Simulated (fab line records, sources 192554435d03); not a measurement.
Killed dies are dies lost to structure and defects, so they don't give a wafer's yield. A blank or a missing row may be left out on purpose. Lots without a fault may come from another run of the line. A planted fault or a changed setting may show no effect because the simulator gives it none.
Which tool did it? | flow n5_finfet | 8 lots, 24 wafers sampled, at 7 steps of a route of 1938

WHAT THE GAUGES READ, wafer by wafer
N5_FIN_SAQP_THK_MEAS_05. Usual: thk_nm 37.7 nm, standard deviation 0.47.
lot  | measured    | on            | thk_nm (nm)    | flag
L337 | day 1 20:57 | film_metro-01 | 38.1 37.6 38.8 |
L340 | day 2 14:47 | film_metro-02 | 37.7 37.9 37.8 |
L341 | day 2 20:35 | film_metro-01 | 38.0 37.6 38.3 |
L346 | day 4 03:43 | film_metro-02 | 56.3 37.6 37.5 | OFF
L347 | day 4 09:27 | film_metro-01 | 37.7 37.9 38.6 |
L355 | day 6 10:35 | film_metro-02 | 37.5 37.0 37.8 |
L358 | day 7 02:41 | film_metro-01 | 36.9 37.6 38.5 |
L359 | day 7 08:53 | film_metro-02 | 37.2 37.2 38.2 |

N5_BEOL_M4_RC_MEAS_101. Usual: DIBL_N 36.4 mV/V, standard deviation 1.4; DIBL_P 36.3 mV/V, standard deviation 1.8; IOFF_N 0.163 nA/um, standard deviation 0.024; IOFF_P 0.21 nA/um, standard deviation 0.034; ION_N 673 uA/um, standard deviation 11; ION_P 461 uA/um, standard deviation 7.4; SS_N 71.6 mV/dec, standard deviation 0.52; SS_P 73.3 mV/dec, standard deviation 0.58; VT_N 249.4 mV, standard deviation 2.5; VT_P -250 mV, standard deviation 3.5.
lot  | measured     | on        | DIBL_N (mV/V)  | DIBL_P (mV/V)  | IOFF_N (nA/um)    | IOFF_P (nA/um) | ION_N (uA/um) | ION_P (uA/um) | SS_N (mV/dec)  | SS_P (mV/dec)  | VT_N (mV)         | VT_P (mV)      | flag
L337 | day 8 00:08  | prober-02 | 36.6 35.5 36.9 | 36.5 34.1 37.0 | 0.169 0.153 0.187 | 0.20 0.18 0.21 | 686 669 699   | 462 451 465   | 70.9 70.7 71.5 | 72.7 72.3 73.4 | 248.1 248.6 246.2 | -253 -252 -252 |
L340 | day 8 18:12  | prober-02 | 36.8 36.2 35.0 | 37.2 36.3 35.3 | 0.173 0.167 0.147 | 0.19 0.19 0.17 | 674 685 668   | 449 455 453   | 71.8 71.4 71.9 | 73.8 72.5 72.8 | 246.7 246.7 251.3 | -254 -254 -254 |
L341 | day 9 00:22  | prober-02 | 34.6 36.9 37.7 | 33.8 36.4 38.1 | 0.118 0.154 0.176 | 0.20 0.25 0.27 | 651 661 682   | 458 462 477   | 70.6 72.2 72.1 | 72.5 72.9 74.1 | 254.1 247.8 249.6 | -248 -247 -243 |
L346 | day 10 09:15 | prober-01 | 33.9 34.4 35.0 | 33.0 34.8 34.5 | 0.117 0.137 0.145 | 0.15 0.18 0.18 | 637 651 659   | 442 451 446   | 71.7 70.9 71.7 | 72.4 72.5 73.3 | 255.3 252.9 254.1 | -253 -254 -253 |
L347 | day 10 02:36 | prober-02 | 37.4 37.1 35.2 | 37.7 37.6 35.3 | 0.189 0.195 0.146 | 0.24 0.24 0.20 | 675 708 686   | 464 472 470   | 71.9 71.1 71.2 | 73.2 73.7 73.1 | 245.7 246.1 252.9 | -250 -247 -251 |
L355 | day 11 22:14 | prober-01 | 35.6 35.3 37.2 | 34.6 34.4 37.2 | 0.142 0.139 0.175 | 0.17 0.17 0.21 | 658 671 675   | 449 454 463   | 71.2 71.2 71.5 | 72.6 72.4 73.6 | 251.1 253.0 246.6 | -254 -258 -252 |
L358 | day 13 15:14 | prober-02 | 35.1 36.0 35.1 | 34.8 35.2 35.0 | 0.137 0.146 0.142 | 0.19 0.20 0.20 | 665 666 662   | 460 455 456   | 70.9 71.1 70.9 | 73.0 72.9 72.6 | 250.8 251.1 248.0 | -250 -250 -248 |
L359 | day 13 12:08 | prober-02 | 35.3 34.5 35.9 | 31.4 30.9 32.4 | 0.130 0.117 0.137 | 0.15 0.14 0.16 | 674 669 660   | 453 450 446   | 71.3 70.8 70.6 | 72.9 72.6 72.0 | 250.6 251.5 250.8 | -258 -257 -255 |

WHICH TOOL RAN EACH LOT (tool, then ch and the chambers of the sampled wafers, then the start)
lot  | N5_PMOS_HMC_CHANNEL_EPI_HM_DEP_34 | N5_PMOS_HMC_CHANNEL_EPI_FIN_RECESS_16 | N5_FIN_SAQP_HM_DEP_03          | N5_FIN_SAQP_HM_DEP_72          | N5_FIN_SAQP_HM_OPEN_33
L337 | pecvd-01 ch 1,2, day 1 16:53      | rie_si-04 ch 0,1,3, day 1 18:02       | pecvd-02 ch 0,1,2, day 1 20:52 | pecvd-02 ch 0,2, day 1 21:12   | rie_diel-03 ch 0,2, day 2 01:21
L340 | pecvd-01 ch 0,1, day 2 10:54      | rie_si-01 ch 0,1, day 2 11:51         | pecvd-04 ch 0,1, day 2 14:42   | pecvd-01 ch 0,1, day 2 15:02   | rie_diel-03 ch 1,3, day 2 19:28
L341 | pecvd-01 ch 0,1,2, day 2 16:47    | rie_si-01 ch 0,1, day 2 17:36         | pecvd-04 ch 0,1,2, day 2 20:31 | pecvd-04 ch 0,1,2, day 2 20:51 | rie_diel-04 ch 0,1,3, day 3 01:25
L346 | pecvd-03 ch 0,1,2, day 3 23:02    | rie_si-03 ch 0,1, day 4 00:13         | pecvd-04 ch 0,1,2, day 4 03:38 | pecvd-01 ch 1,2, day 4 03:58   | rie_diel-04 ch 0,3, day 4 09:16
L347 | pecvd-04 ch 0,1, day 4 05:07      | rie_si-03 ch 1,2,3, day 4 06:04       | pecvd-02 ch 0,1, day 4 09:22   | pecvd-04 ch 0,1,2, day 4 09:41 | rie_diel-03 ch 0,1,3, day 4 14:19
L355 | pecvd-01 ch 0,1,2, day 6 05:27    | rie_si-03 ch 0,2,3, day 6 06:24       | pecvd-04 ch 0,1,2, day 6 10:30 | pecvd-01 ch 0,1,2, day 6 10:50 | rie_diel-04 ch 0,1,2, day 6 15:01
L358 | pecvd-01 ch 1,2, day 6 22:56      | rie_si-01 ch 1,3, day 6 23:46         | pecvd-04 ch 0,2, day 7 02:35   | pecvd-01 ch 1, day 7 02:55     | rie_diel-06 ch 1,2,3, day 7 07:38
L359 | pecvd-03 ch 0,1, day 7 04:49      | rie_si-04 ch 0,1,3, day 7 05:56       | pecvd-02 ch 0,2, day 7 08:46   | pecvd-04 ch 1,2, day 7 09:08   | rie_diel-04 ch 0,2,3, day 7 13:56
- N5_PMOS_HMC_CHANNEL_EPI_HM_DEP_34: deposits SiO2 from TEOS/O2, target thk 36 nm, time 6.9 s.
- N5_PMOS_HMC_CHANNEL_EPI_FIN_RECESS_16: chemistry HBr/Cl2, target Si, target depth 54 nm, time 18 s.
- N5_FIN_SAQP_HM_DEP_03: deposits SiNx from SiH4/NH3/N2, target thk 38 nm, time 33.6 s.
- N5_FIN_SAQP_HM_DEP_72: deposits SiO2 from SiH4/N2O, target thk 12 nm, time 7.2 s.
- N5_FIN_SAQP_HM_OPEN_33: chemistry CH3F/O2, target SiNx, target depth 49.4 nm, time 70.6 s.

WHAT THE TOOLS THEMSELVES READ (means of the sampled wafers that have a number; where no wafer has one, the mark that the record gives instead)
N5_PMOS_HMC_CHANNEL_EPI_HM_DEP_34. Usual: chamber_pressure_Torr 6.500 Torr, standard deviation 0.014; heater_power_outer_w 269 W, standard deviation 70; heater_power_w 494 W, standard deviation 100; showerhead_plenum_p_Torr 8.316 Torr, standard deviation 0.03; showerhead_vpp_V 1866 V, standard deviation 59; throttle_valve_pct 18.5 %, standard deviation 1.4.
lot  | tool     | chamber_pressure_Torr (Torr) | heater_power_outer_w (W) | heater_power_w (W) | showerhead_plenum_p_Torr (Torr) | showerhead_vpp_V (V) | throttle_valve_pct (%) | flag
L337 | pecvd-01 | 6.512                        | 221                      | 418                | 8.319                           | 1876                 | 17.0                   |
L340 | pecvd-01 | 6.514                        | 209                      | 397                | 8.301                           | 1920                 | 18.8                   |
L341 | pecvd-01 | 6.501                        | 240                      | 433                | 8.320                           | 1899                 | 18.0                   |
L346 | pecvd-03 | 6.486                        | 260                      | 494                | 8.312                           | 1834                 | 19.4                   |
L347 | pecvd-04 | 6.497                        | 357                      | 688                | 8.335                           | 1863                 | 18.2                   |
L355 | pecvd-01 | 6.498                        | 234                      | 423                | 8.306                           | 1890                 | 18.2                   |
L358 | pecvd-01 | 6.492                        | 238                      | 432                | 8.359                           | 1869                 | 17.2                   |
L359 | pecvd-03 | 6.511                        | 275                      | 496                | 8.310                           | 1804                 | 20.4                   |

N5_PMOS_HMC_CHANNEL_EPI_FIN_RECESS_16. Usual: drypump_motor_current_A 5.7 A, standard deviation 0.47; oes_product_au 1.002 a.u., standard deviation 0.015; throttle_valve_pct 35.49 %, standard deviation 0.29.
lot  | tool      | drypump_motor_current_A (A) | oes_product_au (a.u.) | throttle_valve_pct (%) | flag
L337 | rie_si-04 | 6.1                         | 0.996                 | 35.47                  |
L340 | rie_si-01 | 6.1                         | 0.996                 | 35.66                  |
L341 | rie_si-01 | 6.1                         | 0.995                 | 35.64                  |
L346 | rie_si-03 | 5.5                         | 1.020                 | 35.03                  |
L347 | rie_si-03 | 5.7                         | 1.004                 | 35.46                  |
L355 | rie_si-03 | 5.7                         | 1.005                 | 35.40                  |
L358 | rie_si-01 | 5.8                         | 1.011                 | 35.51                  |
L359 | rie_si-04 | 6.1                         | 0.997                 | 35.46                  |

N5_FIN_SAQP_HM_DEP_03. Usual: chamber_pressure_Torr 1.500 Torr, standard deviation 0.0032; heater_power_outer_w 499 W, standard deviation 82; heater_power_w 820 W, standard deviation 120; showerhead_plenum_p_Torr 5.11 Torr, standard deviation 0.056; showerhead_vpp_V 1094 V, standard deviation 52; throttle_valve_pct 39.2 %, standard deviation 1.6.
lot  | tool     | chamber_pressure_Torr (Torr) | heater_power_outer_w (W) | heater_power_w (W) | showerhead_plenum_p_Torr (Torr) | showerhead_vpp_V (V) | throttle_valve_pct (%) | flag
L337 | pecvd-02 | 1.499                        | 484                      | 804                | 5.13                            | 1125                 | 39.5                   |
L340 | pecvd-04 | 1.500                        | 508                      | 856                | 5.14                            | 1098                 | 39.1                   |
L341 | pecvd-04 | 1.499                        | 539                      | 884                | 5.09                            | 1072                 | 38.8                   |
L346 | pecvd-04 | 1.501                        | 509                      | 838                | 5.09                            | 1065                 | 38.7                   |
L347 | pecvd-02 | 1.499                        | 430                      | 720                | 5.13                            | 1177                 | 40.2                   |
L355 | pecvd-04 | 1.502                        | 531                      | 888                | 5.10                            | 1066                 | 39.1                   |
L358 | pecvd-04 | 1.503                        | 518                      | 832                | 5.12                            | 1086                 | 39.5                   |
L359 | pecvd-02 | 1.501                        | 564                      | 902                | 5.14                            | 1089                 | 39.3                   |

N5_FIN_SAQP_HM_DEP_72. Usual: chamber_pressure_Torr 0.7501 Torr, standard deviation 0.0018; heater_power_outer_w 467 W, standard deviation 82; heater_power_w 764 W, standard deviation 120; showerhead_plenum_p_Torr 8.06 Torr, standard deviation 0.12; showerhead_vpp_V 1046 V, standard deviation 44.
lot  | tool     | chamber_pressure_Torr (Torr) | heater_power_outer_w (W) | heater_power_w (W) | showerhead_plenum_p_Torr (Torr) | showerhead_vpp_V (V) | flag
L337 | pecvd-02 | 0.7496                       | 611                      | 969                | 8.17                            | 1035                 |
L340 | pecvd-01 | 0.7489                       | 412                      | 663                | 7.97                            | 1086                 |
L341 | pecvd-04 | 0.7504                       | 524                      | 864                | 8.04                            | 1027                 |
L346 | pecvd-01 | 0.7499                       | 362                      | 609                | 8.01                            | 1038                 |
L347 | pecvd-04 | 0.7508                       | 511                      | 850                | 8.06                            | 1030                 |
L355 | pecvd-01 | 0.7506                       | 425                      | 681                | 8.04                            | 1060                 |
L358 | pecvd-01 | 0.7519                       | 353                      | 601                | 7.92                            | 1038                 |
L359 | pecvd-04 | 0.7504                       | 512                      | 879                | 8.00                            | 995                  |

N5_FIN_SAQP_HM_OPEN_33. Usual: drypump_motor_current_A 5.6 A, standard deviation 0.34; etch_rf_on_time_s 69.0 s, standard deviation 1.7; oes_product_au 0.68 a.u., standard deviation 0.084; rf_vpp_V 297.9 V, standard deviation 2.7; showerhead_plenum_p_Torr 2.03 Torr, standard deviation 0.061; throttle_valve_pct 16.3 %, standard deviation 0.31.
lot  | tool        | drypump_motor_current_A (A) | etch_rf_on_time_s (s) | oes_product_au (a.u.) | rf_vpp_V (V) | showerhead_plenum_p_Torr (Torr) | throttle_valve_pct (%) | flag
L337 | rie_diel-03 | 5.4                         | 70.8                  | 0.59                  | 296.7        | 1.92                            | 16.4                   |
L340 | rie_diel-03 | 5.6                         | 70.3                  | 0.61                  | 300.1        | 2.02                            | 16.5                   |
L341 | rie_diel-04 | 5.6                         | 69.1                  | 0.66                  | 297.4        | 2.08                            | 16.4                   |
L346 | rie_diel-04 | 5.4                         | 78.9                  | 0.79                  | 297.6        | 2.10                            | 16.3                   | OFF
L347 | rie_diel-03 | 5.5                         | 69.9                  | 0.67                  | 298.3        | 2.01                            | 16.5                   |
L355 | rie_diel-04 | 5.6                         | 68.0                  | 0.69                  | 297.2        | 2.07                            | 16.3                   |
L358 | rie_diel-06 | 5.6                         | 68.6                  | 0.66                  | 297.2        | 1.98                            | 16.5                   |
L359 | rie_diel-04 | 5.5                         | 67.2                  | 0.75                  | 296.8        | 2.06                            | 16.0                   |

THE ANSWER, worked out from the rows above alone
Rule: a lot is off if the mean of its wafers that have a number lies more than 3 standard deviations from the usual mean. A lot without any number at a reading at which 4 lots or more have one is off too. The other lots that the step has rows for count as sound. The gauges are gone through in route order, then the tools' own readings, and for those a lot's mean is taken as printed above. The first step at which some lot is off is used, and at that step the reading that is off furthest; a lot without a number counts as furthest.
Off: L346, at N5_FIN_SAQP_THK_MEAS_05 (thk_nm).
A tool fits if, at a process step before that reading, it ran every lot that is off, and no sound lot after the first of them. The gauges at N5_FIN_SAQP_THK_MEAS_05 aren't tried: what is off there is off at N5_FIN_SAQP_HM_OPEN_33 too, on other tools, and a gauge's error can't cause that. None of those tried fits.

WHAT THE SIMULATOR HAD PUT IN
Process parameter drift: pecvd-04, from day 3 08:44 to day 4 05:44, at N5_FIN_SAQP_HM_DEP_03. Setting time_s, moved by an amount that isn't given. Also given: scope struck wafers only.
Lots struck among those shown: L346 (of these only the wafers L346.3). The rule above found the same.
